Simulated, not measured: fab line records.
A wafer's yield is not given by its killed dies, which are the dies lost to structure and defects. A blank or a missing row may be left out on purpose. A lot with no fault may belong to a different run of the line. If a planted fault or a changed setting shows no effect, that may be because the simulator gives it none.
Comparing a struck lot with a sound one / flow n5Finfet / 38 steps out of a route of 1938
Sound: these wafers, L684.2, L684.4, L684.5. Struck: wafers L692.2, L692.5 (left out: L692.6, a lot-mate that was not struck); the cause follows at the end.
For every step that has rows: the tool of each side, followed by ch and its chambers, followed by its first start. Under that, the readings that differ: sound wafers / struck wafers / difference of the means / sigmas: that difference in standard deviations of wafers without a fault.
alike: readings with means less than 2 such deviations apart, plus words and numbers identical on both sides. not compared: withheld readings, readings lacking a value on some wafer, bounds such as >300 that could conceal the same value, and numbers that have no deviation in the record and whose values overlap.
The two part at a step that has a row with sigmas, a row that says differs or no value, or rows on one side only. Non-overlapping numbers with no deviation appear without sigmas and do not part them. A reading missing from all wafers of one side parts the sides only when that side holds two or more wafers.

first, 9 steps without rows for these wafers: N5_BEOL_M2_ANNEAL_95 (time 240 s); N5_BEOL_M2_SPUTTER_96 (material Cu, target thk 4.5 nm, time 8.29 s); N5_BEOL_M2_ECD_50 (material Cu, target thk 300 nm); N5_BEOL_M2_ANNEAL_51 (time 90 s); N5_BEOL_M2_CMP_52 (polishes, stops on SiOC, t overpolish 6.8 s, target thk 40 nm); N5_BEOL_M2_PRE_CLEAN_60 (time 15 s); N5_BEOL_M2_CO_CAP_55 (material Co, precursor CCTBA/H2, target thk 2 nm, time 102.1 s); N5_BEOL_M2_PRE_CLEAN_56 (time 15 s); N5_BEOL_M2_DEP_57 (deposits SiCN from 3MS/NH3, target thk 8 nm, time 14 s).
N5_BEOL_M3_ILD_DEP_00: deposits SiOC from DEMS/O2, target thk 79 nm, time 15.3 s.
  sound on pecvd-01 ch 0,1,2, day 7 19:24; struck on pecvd-01 ch 0,1, day 9 12:16
reading=model.SiOC_of_BEOL_M3_ILD_DEP_00.thkNm (nm); sound=78.2 81.8 79.2; struck=120.4 123.8; difference=+42.4; sigmas=
  alike: heaterPowerW, showerheadPlenumPTorr, throttleValvePct
N5_BEOL_M3_THK_MEAS_01:
  sound: filmMetro-02 at day 7 19:28; struck: filmMetro-02 at day 9 12:20
reading=M3_ILD_THK (nm); sound=78.2 81.8 79.2; struck=120.4 123.8; difference=+42.4; sigmas=+35
then, 24 steps without rows for these wafers: N5_BEOL_M3_PECVD_72 (deposits SiO2 from TEOS/O2, target thk 16 nm, time 18 s); N5_BEOL_M3_HM_DEP_02 (deposits TiN, target thk 20 nm); N5_BEOL_M3_COAT_61 (time 60 s, resist thk 60 nm); N5_BEOL_M3_COAT_62 (time 60 s, resist thk 12 nm); N5_BEOL_M3_COAT_73 (time 60 s, resist thk 5 nm); N5_BEOL_M3_COAT_05 (resist thk 30 nm); N5_BEOL_M3_EBR_07; N5_BEOL_M3_SOFTBAKE_06 (time 60 s); N5_BEOL_M3_EXPOSE_08 (exposes mask M3); N5_BEOL_M3_PEB_09 (peb time 60 s); N5_BEOL_M3_DEVELOP_10 (develop time 30 s); N5_BEOL_M3_DESCUM_16 (chemistry O2, time 7 s); N5_BEOL_M3_ETCH_74 (etches underlayer in N2/H2, target depth 6.5 nm, time 5.2 s); N5_BEOL_M3_ETCH_63 (etches SiARC in CF4, target depth 15.6 nm, time 26 s); N5_BEOL_M3_ETCH_64 (etches SOC in N2/H2, target depth 75 nm, overetch 15 nm, time 112.5 s); N5_BEOL_M3_STRIP_65 (strips in N2/H2); N5_BEOL_M3_STRIP_75 (strips in N2/H2); N5_BEOL_M3_STRIP_66 (strips in CF4); N5_BEOL_M3_HM_OPEN_17 (chemistry Cl2/BCl3, target TiN, target depth 20 nm, overetch 6 nm); N5_BEOL_M3_STRIP_19 (strips in O2); N5_BEOL_M3_COAT_67 (time 60 s, resist thk 60 nm); N5_BEOL_M3_COAT_68 (time 60 s, resist thk 12 nm); N5_BEOL_M3_COAT_76 (time 60 s, resist thk 5 nm); N5_BEOL_M3_COAT_22 (resist thk 30 nm).
N5_BEOL_M3_CMP_52: polishes, stops on SiOC, t overpolish 6.8 s, target thk 40 nm.
  sound on cmp-04 ch 1,3, day 8 04:40; struck on cmp-01 ch 0,2, day 10 05:29
reading=model.SiOC_of_BEOL_M3_ILD_DEP_00.thkNm (nm); sound=75.2 78.8 76.2; struck=117.4 120.8; difference=+42.4; sigmas=
reading=model.Cu_of_BEOL_M3_ECD_50.thkNm (nm); sound=39.6 43.6 38.2; struck=81 84.8; difference=+42; sigmas=
  alike: motorCurrentA, platenRpm
N5_BEOL_M4_RC_MEAS_101:
  the record has rows for the sound wafers here (prober-01 ch 0, day 9 06:07) and none for the struck ones
-- here the record skips 5 days between the struck wafers' starts before and after, leaving off in module BEOL_M4 and picking up in module PASSIVATION (first step shown: number 1936 of the route) --
N5_PASSIVATION_PROBE_49:
  only the struck wafers here have rows in the record (prober-01, day 15 07:03); the sound ones have none

== WHERE THEY PART ==
Earliest at N5_BEOL_M3_THK_MEAS_01; latest, in this record, at N5_PASSIVATION_PROBE_49.

WHY: what had been put in by the simulator
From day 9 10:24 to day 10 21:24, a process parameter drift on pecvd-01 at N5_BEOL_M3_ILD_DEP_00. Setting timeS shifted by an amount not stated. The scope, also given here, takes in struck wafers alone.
